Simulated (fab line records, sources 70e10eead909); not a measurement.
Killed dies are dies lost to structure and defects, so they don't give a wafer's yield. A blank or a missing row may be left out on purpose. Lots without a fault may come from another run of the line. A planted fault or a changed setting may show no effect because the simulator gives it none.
fab line records | flow nand_harc
record lots=6 wafers=18 last_day=33
route steps=1302 shown P_M0@262 END@1302
lots that met no fault: from a run of the same line without faults
start_h: hours from the record's first day to the start of the lot's first wafer shown | wait_h: hours since the lot's step before | " the same as in the row above | L1.1+2: a row that stands for several wafers | - no value, or no start given | * or withheld: withheld | < > ~ a bound
route shown NAME@n: a module of which the file shows steps, and the number in the route of the first | usual: mean/standard deviation of fault-free wafers | same: alike in all rows | chamber/n: place in a boat | sites: the reading at each site | _std_site: their standard deviation | _edge_site: outer sites' mean less inner sites' | radius_mm: how far each site lies from the wafer's centre | mask NAME#n: copy n | behind: the tool/chamber that last shaped the wafer | hold: why the lot was held/for how many hours/how that ended | device: the transistor (n, p or np) that didn't switch | end of line: the same wafers' tests at the end of the route | a step without rows: its recipe alone | killed: dies lost to structure and defects at the first sort, not the wafer's yield | map: a wafer's dies, x killed, . not, _ none there
set.NAME: the setting as run; set.NAME@STEP: as run at that earlier step | model.NAME: the simulator's own value behind a step, which no gauge read
lots at some steps of the route; a table a step, a row a wafer
services: from which hour (start_h, from the record's first day; less than 0 if before it) a tool's chamber was out of use, for how many hours, and why
## steps
# step NHARC_P_M0_DEVELOP_08
# recipe develop_time_s=35 dev_temp_c=23
# step NHARC_P_M0_CD_MEAS_09
# recipe target_cd_nm=90 landing_energy_ev=500
# usual cd_nm=89.8/0.85
# columns lot.wafer tool chamber start_h wait_h cd_nm
L640.1 cd_sem-02 0 136.57 - 89.7
L640.2 " 0 " " 89.9
L640.6 " 0 " " 89.5
L644.1 cd_sem-01 0 180.91 - 89.1
L644.3 " 0 " " 89.9
L644.5 " 0 " " 90.0
L648.1 cd_sem-01 0 221.36 - 89.3
L648.3 " 0 " " 90.3
L648.4 " 0 " " 90.2
L655.1 cd_sem-03 0 293.89 - 89.3
L655.2 " 0 " " 88.7
L655.3 " 0 " " 89.4
L658.1 cd_sem-03 0 323.14 - 88.3
L658.4 " 0 " " 88.9
L658.6 " 0 " " 89.5
L661.1 cd_sem-03 0 348.77 - 89.7
L661.5 " 0 " " 88.2
L661.6 " 0 " " 90.0
# step NHARC_P_M0_OVL_MEAS_10
# recipe pitch_nm=180
# usual overlay_x_nm=0.3/0.83 overlay_y_nm=0.0/0.79
# columns lot.wafer tool chamber start_h wait_h overlay_x_nm overlay_y_nm
L640.1 overlay-02 - 136.66 - 1.0 1.2
L640.2 " - " " 1.0 0.9
L640.6 " - " " 0.8 0.7
L644.1 overlay-01 - 181.00 - 0.5 -0.3
L644.3 " - " " 1.2 -0.6
L644.5 " - " " 0.6 0.3
L648.1 overlay-02 - 221.45 - 0.3 0.8
L648.3 " - " " 0.1 0.5
L648.4 " - " " 0.4 0.8
L655.1 overlay-02 - 293.98 - -1.3 0.5
L655.2 " - " " -1.3 0.2
L655.3 " - " " -1.4 0.3
L658.1 overlay-02 - 323.22 - 0.1 -1.5
L658.4 " - " " 0.1 -1.4
L658.6 " - " " -0.3 -1.2
L661.1 overlay-01 - 348.86 - -0.4 1.7
L661.5 " - " " -0.5 1.6
L661.6 " - " " -0.1 2.2
# step NHARC_P_M0_INSPECT_11
# usual raw_defect_count=3.8/2.2
# columns lot.wafer tool chamber start_h wait_h raw_defect_count
L640.1 defect_inspect-02 - 136.70 0.0 12
L640.2 " - " " 7
L640.6 " - " " 4
L644.1 defect_inspect-01 - 181.04 0.0 4
L644.3 " - " " 4
L644.5 " - " " 4
L648.1 defect_inspect-01 - 221.49 0.0 5
L648.3 " - " " 4
L648.4 " - " " 4
L655.1 defect_inspect-01 - 294.02 0.0 1
L655.2 " - " " 1
L655.3 " - " " 3
L658.1 defect_inspect-01 - 323.26 0.0 2
L658.4 " - " " 2
L658.6 " - " " 3
L661.1 defect_inspect-01 - 348.90 0.0 4
L661.5 " - " " 7
L661.6 " - " " 4
# step NHARC_P_M0_DESCUM_14
# recipe time_s=3 o2_flow_sccm=200 ar_flow_sccm=0 bias_power_w=0 chemistry=O2
# step NHARC_P_M0_ETCH_34
# recipe target_depth_a=400 overetch_a=120 time_s=43.94 ion_energy_ev=200 n2_flow_sccm=150 h2_flow_sccm=150 ar_flow_sccm=0 rf_w=400 bias_w=150 chemistry=N2/H2
# usual drypump_motor_current_A=5.9/0.4 oes_product_au=0.999/0.014 rf_vpp_V=430.1/2.8 showerhead_plenum_p_Torr=2.03/0.095 throttle_valve_pct=14.171/0.0097
# columns lot.wafer tool chamber start_h wait_h drypump_motor_current_A oes_product_au rf_hours_counter_h rf_vpp_V showerhead_plenum_p_Torr throttle_valve_pct
L640.2 rie_diel-02 0 137.62 0.8 5.5 0.988 16 433.8 2.13 14.180
L640.1 " 1 " " 5.2 1.003 17 431.3 2.05 14.183
L640.6 " 0 " " 5.5 0.993 - 433.0 2.13 14.170
L644.3 rie_diel-03 1 181.19 0.1 6.2 0.980 27 427.4 1.90 14.170
L644.1 " 2 " " 6.0 1.008 22 429.0 1.97 14.169
L644.5 " 1 " " 6.2 0.977 - 426.5 1.90 14.189
L648.4 rie_diel-03 3 221.63 0.1 5.9 1.020 34 434.4 2.18 14.159
L648.3 " 0 " " 6.2 1.010 38 428.2 2.01 14.179
L648.1 " 2 " " 6.0 1.014 36 429.8 1.96 14.161
L655.3 rie_diel-02 0 294.17 0.1 5.5 0.990 11 431.2 2.12 14.179
L655.1 " 1 " " 5.2 1.005 12 430.5 2.04 14.178
L655.2 " 3 " " 5.6 0.989 8 433.6 2.16 14.167
L658.4 rie_diel-13 3 323.42 0.1 5.5 1.029 45 428.3 1.91 14.167
L658.1 " 0 " " 6.3 1.009 46 432.5 2.10 14.172
L658.6 " 2 " " 6.5 1.010 - 430.3 2.04 14.168
L661.1 rie_diel-02 0 349.22 0.1 5.5 0.977 22 432.1 2.11 14.166
L661.6 " 2 " " 5.9 0.981 - 428.5 1.96 14.182
L661.5 " 3 " " 5.5 1.001 - 432.4 2.15 14.176
# step NHARC_P_M0_ETCH_15
# recipe target_depth_a=1500 overetch_a=150 time_s=82.5 c4f8_flow_sccm=withheld ar_flow_sccm=400 rf_w=600 bias_w=300 chemistry=C4F8/Ar
# usual oes_product_au=0.958/0.022 rf_vpp_V=440.8/3
# columns lot.wafer tool chamber start_h wait_h oes_product_au rf_hours_counter_h rf_vpp_V
L640.1 rie_diel-02 0 - - 0.931 16 442.4
L640.2 " 3 " " 0.944 16 444.5
L640.6 " 0 " " 0.932 - 443.6
L644.1 rie_diel-03 0 - - 0.971 27 439.3
L644.3 " 1 " " 0.957 27 436.1
L644.5 " 2 " " 0.985 - 438.7
L648.3 rie_diel-03 1 - - 0.912 40 436.5
L648.4 " 2 " " 0.930 36 437.8
L648.1 " 3 " " 0.948 34 445.9
L655.1 rie_diel-02 0 - - 0.948 11 443.2
L655.2 " 1 " " 0.963 12 441.4
L655.3 " 2 " " 0.955 12 439.2
L658.1 rie_diel-13 3 - - 0.963 45 437.4
L658.4 " 1 " " 0.940 43 435.4
L658.6 " 0 " " 0.944 - 443.5
L661.1 rie_diel-02 2 - - 0.984 23 438.1
L661.5 " 3 " " 0.977 - 443.4
L661.6 " 0 " " 0.940 - 443.4
# step NHARC_P_M0_CD_MEAS_16
# usual cd_nm=89.8/1.2
# columns lot.wafer tool chamber start_h wait_h cd_nm
L640.1 cd_sem-01 - 137.83 - 89.8
L640.2 " - " " 88.7
L640.6 " - " " 89.3
L644.1 cd_sem-02 - 181.40 - 90.8
L644.3 " - " " 90.4
L644.5 " - " " 89.9
L648.1 cd_sem-02 - 221.85 - 90.6
L648.3 " - " " 89.5
L648.4 " - " " 90.3
L655.1 cd_sem-01 - 294.38 - 89.4
L655.2 " - " " 87.8
L655.3 " - " " 87.9
L658.1 cd_sem-01 - 323.63 - 88.9
L658.4 " - " " 87.9
L658.6 " - " " 90.4
L661.1 cd_sem-01 - 349.42 - 89.1
L661.5 " - " " 88.2
L661.6 " - " " 90.6
# step NHARC_P_M0_STRIP_18
# recipe power_w=1000 n2_flow_sccm=150 h2_flow_sccm=150 ar_flow_sccm=0 bias_w=0 chemistry=N2/H2
# usual drypump_motor_current_A=5.9/0.39 oes_product_au=1.000/0.014 rf_vpp_V=90.5/1 showerhead_plenum_p_Torr=2.03/0.096 throttle_valve_pct=14.171/0.0085
# columns lot.wafer tool chamber start_h wait_h drypump_motor_current_A oes_product_au rf_hours_counter_h rf_vpp_V showerhead_plenum_p_Torr throttle_valve_pct
L640.2 rie_diel-02 2 137.96 0.1 5.8 0.997 9 90.5 1.97 14.177
L640.1 " 3 " " 5.5 1.002 16 92.4 2.16 14.178
L640.6 " 1 " " 5.2 1.013 - 90.8 2.05 14.162
L644.1 rie_diel-13 1 181.48 0.1 6.4 0.977 3 90.8 1.89 14.160
L644.3 " 3 " " 5.6 1.020 3 90.9 1.92 14.175
L644.5 " 2 " " 6.5 0.988 - 91.1 2.05 14.172
L648.3 rie_diel-13 2 221.92 0.1 6.5 0.992 13 89.3 2.05 14.157
L648.1 " 0 " " 6.3 0.995 11 90.3 2.11 14.190
L648.4 " 1 " " 6.4 0.979 13 89.6 1.89 14.170
L655.1 rie_diel-13 1 294.45 0.1 6.4 0.989 37 90.2 1.88 14.175
L655.3 " 3 " " 5.5 1.008 38 90.0 1.91 14.158
L655.2 " 0 " " 6.3 1.012 38 89.9 2.11 14.173
L658.4 rie_diel-03 2 323.75 0.1 6.0 1.003 10 90.1 1.95 14.176
L658.1 " 0 " " 6.2 1.025 15 90.3 2.00 14.178
L658.6 " 1 " " 6.2 0.972 - 89.2 1.89 14.172
L661.1 rie_diel-02 0 349.55 0.1 5.6 0.985 22 91.8 2.11 14.166
L661.6 " 2 " " 5.9 0.997 - 90.7 1.96 14.164
L661.5 " 3 " " 5.5 0.999 - 92.1 2.15 14.191
# step NHARC_P_M0_STRIP_19
# recipe time_s=600 temp_c=30 chemistry=post_etch_residue_remover
# step NHARC_P_M0_DEGAS_28
# recipe temp_c=250 time_s=60
# step NHARC_P_M0_PRE_CLEAN_29
# recipe time_s=30 temp_c=280 gas=H2/He
# usual heater_power_w=430/44 susceptor_temp_C=280.00/0.2
# columns lot.wafer tool chamber start_h wait_h heater_power_w susceptor_temp_C
L640.2 pvd_sputter-02 - - - 373 280.06
L640.1 " - " " 434 280.16
L640.6 " - " " 376 279.88
L644.3 pvd_sputter-02 - - - 375 280.09
L644.1 " - " " 434 280.18
L644.5 " - " " 380 279.96
L648.3 pvd_sputter-02 - - - 437 280.08
L648.1 " - " " 437 279.82
L648.4 " - " " 479 279.97
L655.2 pvd_sputter-02 - - - 468 280.29
L655.1 " - " " 490 280.00
L655.3 " - " " 446 280.05
L658.1 pvd_sputter-02 - - - 386 279.61
L658.4 " - " " 484 280.18
L658.6 " - " " 494 279.69
L661.1 pvd_sputter-01 - - - 412 280.07
L661.5 " - " " 471 279.85
L661.6 " - " " 440 280.04
# step NHARC_P_M0_PVD_20
# recipe target_thk_a=50 bias_v=168.6 power_w=15000 chamber_pressure_pa=0.12 time_s=8.06 substrate_temp_c=50 material=TaN
# usual bias_v=168.6/1.8 throttle_valve_pct=30.0/0.66
# columns lot.wafer tool chamber start_h wait_h bias_v throttle_valve_pct
L640.1 pvd_sputter-02 - 138.56 - 166.8 30.8
L640.2 " - " " 169.3 29.7
L640.6 " - " " 170.2 29.2
L644.3 pvd_sputter-02 - 182.13 - 167.7 30.3
L644.1 " - " " 171.8 30.7
L644.5 " - " " 168.9 30.7
L644.3 pvd_sputter-02 - 182.40 - 168.5 30.6
L644.1 " - " " 169.6 30.6
L644.5 " - " " 168.1 30.3
L648.3 pvd_sputter-02 - 222.59 - 166.0 31.1
L648.1 " - " " 167.8 30.8
L648.4 " - " " 167.9 30.4
L648.3 pvd_sputter-02 - 222.86 - 166.6 30.8
L648.1 " - " " 169.7 31.0
L648.4 " - " " 168.2 30.4
L655.1 pvd_sputter-02 - 295.12 - 170.8 30.7
L655.2 " - " " 170.6 29.9
L655.3 " - " " 170.4 31.2
L658.1 pvd_sputter-02 - 324.42 - 167.7 31.2
L658.4 " - " " 168.9 29.9
L658.6 " - " " 168.1 30.9
L661.1 pvd_sputter-01 - 350.18 - 163.4 28.1
L661.5 " - " " 167.5 29.4
L661.6 " - " " 167.6 29.7
# step NHARC_P_M0_PVD_21
# recipe target_thk_a=300 chamber_pressure_pa=5 power_w=5000 substrate_temp_c=30 time_s=20.49 material=Cu
# usual throttle_valve_pct=30.1/0.65
# columns lot.wafer tool chamber start_h wait_h throttle_valve_pct
L640.2 pvd_sputter-02 - - - 30.6
L640.1 " - " " 30.8
L640.6 " - " " 29.9
L644.1 pvd_sputter-02 - - - 29.5
L644.3 " - " " 30.6
L644.5 " - " " 30.8
L648.1 pvd_sputter-02 - - - 30.9
L648.4 " - " " 30.8
L648.3 " - " " 29.6
L655.2 pvd_sputter-02 - - - 30.5
L655.1 " - " " 29.9
L655.3 " - " " 29.9
L658.1 pvd_sputter-02 - - - 29.9
L658.4 " - " " 31.1
L658.6 " - " " 30.0
L661.1 pvd_sputter-01 - - - 30.3
L661.6 " - " " 29.5
L661.5 " - " " 29.8
# step NHARC_END_SORT_01
# recipe temp_c=25
# usual defect_limited_yield=90/4.1 killed_at_array=63/27 killed_at_other=0.7/1.2 killed_at_periphery=3.1/2 killed_dies=67/28 killed_open=3.0/1.9 killed_short=2.2/1.5
# same gross_dies=677
# columns lot.wafer tool chamber start_h wait_h defect_limited_yield[%] killed_at_array killed_at_other killed_at_periphery killed_dies killed_open killed_short
L640.1 prober-02 0 576.17 2.5 91 52 2 5 59 3 4
L640.2 prober-02 0 576.97 2.8 92 47 0 7 54 2 1
L640.6 prober-02 0 580.16 4.0 93 43 0 5 48 1 3
L644.1 prober-02 0 615.73 2.5 95 27 0 5 32 3 3
L644.3 prober-02 0 617.31 3.1 96 26 0 3 29 3 1
L644.5 prober-02 0 618.89 3.7 97 22 0 1 23 4 6
L648.1 prober-02 0 658.91 2.5 96 22 0 3 25 2 2
L648.3 prober-02 0 660.47 3.1 96 24 0 5 29 2 1
L648.4 prober-02 0 661.25 3.3 96 26 0 4 30 4 3
L655.1 prober-02 0 749.76 2.4 92 53 1 1 55 1 3
L655.2 prober-02 0 750.56 2.8 92 52 0 4 56 4 2
L655.3 prober-02 0 751.36 3.1 93 46 0 1 47 1 0
L658.1 prober-01 0 765.21 2.5 95 31 1 2 34 2 1
L658.4 prober-01 0 767.60 3.4 95 31 0 1 32 2 0
L658.6 prober-01 0 769.19 4.0 96 24 1 2 27 1 3
L661.1 prober-02 0 791.00 2.5 94 38 2 0 40 0 1
L661.5 prober-02 0 794.19 3.7 94 35 3 3 41 3 1
L661.6 prober-02 0 794.99 4.0 94 33 0 7 40 4 2
# killed by level:class
L640.1 A_CHANNEL_HOLE_D2:chamber_film_flake=32 P_STI:chamber_film_flake=4 A_CHANNEL_HOLE_D1:chamber_film_flake=4 A_M1:chamber_film_flake=4 A_CONTACT:chamber_film_flake=3 A_WL_FILL:chamber_film_flake=2 A_ONON_D1:geometric_particle:short=1 A_CHANNEL_FILL_D1:geometric_particle:short=1
L640.2 A_CHANNEL_HOLE_D2:chamber_film_flake=33 A_CONTACT:chamber_film_flake=7 P_STI:chamber_film_flake=5 A_CHANNEL_HOLE_D1:geometric_particle:open=1 A_CHANNEL_FILL_D2:geometric_particle:short=1 A_M0:geometric_particle:open=1 P_GATE:chamber_film_flake=1 P_M1:chamber_film_flake=1
L640.6 A_CHANNEL_HOLE_D2:chamber_film_flake=25 A_CONTACT:chamber_film_flake=7 P_STI:chamber_film_flake=4 A_WL_FILL:chamber_film_flake=3 A_M1:chamber_film_flake=3 P_GATE:geometric_particle:short=1 A_CHANNEL_FILL_D1:geometric_particle:open=1 A_SGD_CUT:geometric_particle:short=1
L644.1 A_CHANNEL_HOLE_D2:chamber_film_flake=11 A_CHANNEL_HOLE_D1:chamber_film_flake=6 A_CONTACT:chamber_film_flake=2 P_CONTACT:geometric_particle:open=1 P_CONTACT:geometric_particle:short=1 A_SOURCE_PLATE:geometric_particle:open=1 A_ONON_D1:geometric_particle:short=1 A_CHANNEL_FILL_D1:geometric_particle:open=1
L644.3 A_CHANNEL_HOLE_D2:chamber_film_flake=12 A_CHANNEL_HOLE_D1:chamber_film_flake=6 P_M0:geometric_particle:open=1 A_CHANNEL_FILL_D1:geometric_particle:short=1 A_CHANNEL_HOLE_D2:geometric_particle:open=1 A_SGD_CUT:geometric_particle:open=1 P_GATE:chamber_film_flake=1 P_BONDPAD:chamber_film_flake=1
L644.5 A_CHANNEL_HOLE_D2:chamber_film_flake=8 A_CHANNEL_HOLE_D2:geometric_particle:short=2 A_CHANNEL_FILL_D1:geometric_particle:short=1 A_DECK1_JOINT:geometric_particle:short=1 A_CHANNEL_HOLE_D2:geometric_particle:open=1 A_CHANNEL_FILL_D2:geometric_particle:open=1 A_SGD_CUT:geometric_particle:short=1 A_WL_FILL:geometric_particle:short=1
L648.1 A_CHANNEL_HOLE_D1:chamber_film_flake=5 A_SLIT:chamber_film_flake=5 A_CONTACT:chamber_film_flake=5 P_ZERO_WELL:chamber_film_flake=2 A_ONON_D1:geometric_particle:short=1 A_ONON_D1:geometric_particle:open=1 A_CHANNEL_FILL_D1:geometric_particle:open=1 A_DECK1_JOINT:geometric_particle:short=1
L648.3 A_CHANNEL_HOLE_D1:chamber_film_flake=12 A_CONTACT:chamber_film_flake=6 P_GATE:chamber_film_flake=2 A_STAIRCASE:chamber_film_flake=2 A_CHANNEL_HOLE_D2:chamber_film_flake=2 P_STI:geometric_particle:open=1 P_GATE:geometric_particle:open=1 A_ONON_D2:geometric_particle:short=1
L648.4 A_CHANNEL_HOLE_D1:chamber_film_flake=10 A_CHANNEL_HOLE_D2:unspecified=4 A_CONTACT:chamber_film_flake=3 P_CONTACT:geometric_particle:open=2 A_DECK1_JOINT:geometric_particle:short=1 A_ONON_D2:geometric_particle:short=1 A_CHANNEL_FILL_D2:geometric_particle:open=1 A_M0:geometric_particle:open=1
L655.1 A_SLIT:chamber_film_flake=36 A_CHANNEL_HOLE_D1:chamber_film_flake=7 A_SGD_CUT:chamber_film_flake=5 A_CONTACT:chamber_film_flake=2 P_M0:geometric_particle:short=1 A_DECK1_JOINT:geometric_particle:short=1 A_M0:geometric_particle:open=1 STARTING-WAFER:geometric_particle:short=1
L655.2 A_SLIT:chamber_film_flake=26 A_CHANNEL_HOLE_D1:chamber_film_flake=11 A_SGD_CUT:chamber_film_flake=7 A_CHANNEL_FILL_D2:chamber_film_flake=3 P_M0:geometric_particle:short=2 A_CONTACT:chamber_film_flake=2 P_GATE:geometric_particle:open=1 A_SOURCE_PLATE:geometric_particle:open=1
L655.3 A_SLIT:chamber_film_flake=30 A_SGD_CUT:chamber_film_flake=8 A_CHANNEL_HOLE_D1:chamber_film_flake=7 P_M0:geometric_particle:open=1 A_CONTACT:chamber_film_flake=1
L658.1 A_CHANNEL_HOLE_D1:chamber_film_flake=16 A_SLIT:chamber_film_flake=4 A_STAIRCASE:chamber_film_flake=3 A_DECK1_JOINT:chamber_film_flake=2 A_WL_FILL:chamber_film_flake=2 P_M0:geometric_particle:open=1 A_SGD_CUT:geometric_particle:open=1 A_WL_FILL:geometric_particle:short=1
L658.4 A_CHANNEL_HOLE_D1:chamber_film_flake=19 A_SLIT:chamber_film_flake=6 A_STAIRCASE:chamber_film_flake=2 A_SGD_CUT:geometric_particle:open=1 A_M0:geometric_particle:open=1 P_M1:chamber_film_flake=1 A_DECK1_JOINT:chamber_film_flake=1 A_CONTACT:chamber_film_flake=1
L658.6 A_CHANNEL_HOLE_D1:chamber_film_flake=11 A_SLIT:chamber_film_flake=6 A_SGD_CUT:geometric_particle:short=2 A_CONTACT:chamber_film_flake=2 P_CONTACT:geometric_particle:short=1 P_CONTACT:geometric_particle:open=1 A_DECK1_JOINT:chamber_film_flake=1 A_CHANNEL_HOLE_D2:chamber_film_flake=1
L661.1 A_CHANNEL_HOLE_D1:chamber_film_flake=21 A_SLIT:chamber_film_flake=11 A_CHANNEL_HOLE_D2:chamber_film_flake=2 A_CONTACT:chamber_film_flake=2 THIN_TSV:chamber_film_flake=2 A_CHANNEL_HOLE_D1:geometric_particle:short=1 A_STAIRCASE:chamber_film_flake=1
L661.5 A_CHANNEL_HOLE_D1:chamber_film_flake=17 A_SLIT:chamber_film_flake=7 A_CONTACT:chamber_film_flake=3 P_CONTACT:chamber_film_flake=2 A_CHANNEL_HOLE_D2:chamber_film_flake=2 THIN_TSV:chamber_film_flake=2 P_STI:geometric_particle:short=1 A_CHANNEL_HOLE_D1:geometric_particle:open=1
L661.6 A_CHANNEL_HOLE_D1:chamber_film_flake=17 A_SLIT:chamber_film_flake=6 A_STAIRCASE:chamber_film_flake=3 P_GATE:chamber_film_flake=2 P_BONDPAD:chamber_film_flake=2 A_CHANNEL_HOLE_D2:chamber_film_flake=2 A_CONTACT:chamber_film_flake=2 P_GATE:geometric_particle:open=1
## services
# columns tool chamber start_h hours kind
rie_diel-02 0 122.66 - clean
rie_diel-02 1 122.66 - clean
rie_diel-02 2 122.66 - clean
rie_diel-02 3 122.66 - clean
rie_diel-03 - 123.34 0.4 repair
rie_diel-13 0 140.62 4.2 repair
rie_diel-02 0 147.16 - clean
rie_diel-02 1 147.16 - clean
rie_diel-02 2 147.16 - clean
rie_diel-02 3 147.16 - clean
rie_diel-02 2 151.01 7.0 repair
rie_diel-13 - 165.05 9.0 pm
rie_diel-02 0 171.90 - clean
rie_diel-02 1 171.90 - clean
rie_diel-02 2 171.90 - clean
rie_diel-02 - 216.74 9.0 pm
pvd_sputter-01 - 226.00 10.0 pm
rie_diel-03 2 243.85 21.1 repair
rie_diel-02 3 254.99 22.7 repair
pvd_sputter-02 - 259.39 2.7 repair
pvd_sputter-02 - 282.00 10.0 pm
rie_diel-03 - 282.50 9.0 pm
rie_diel-13 - 317.22 0.6 repair
rie_diel-13 - 342.05 9.0 pm
## key
first_sign step=NHARC_P_M0_PVD_20 reading=visit direction=added
effect none on later readings
met_at NHARC_P_M0_PVD_20
struck_wafers L644.1,L644.3,L644.5,L648.1,L648.3,L648.4
fault kind=repeated_step_whole tool=pvd_sputter-01,pvd_sputter-02,pvd_sputter-03 chamber=- onset_h=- steps=NHARC_P_M0_PVD_20 times=1 scope=struck_lots_only
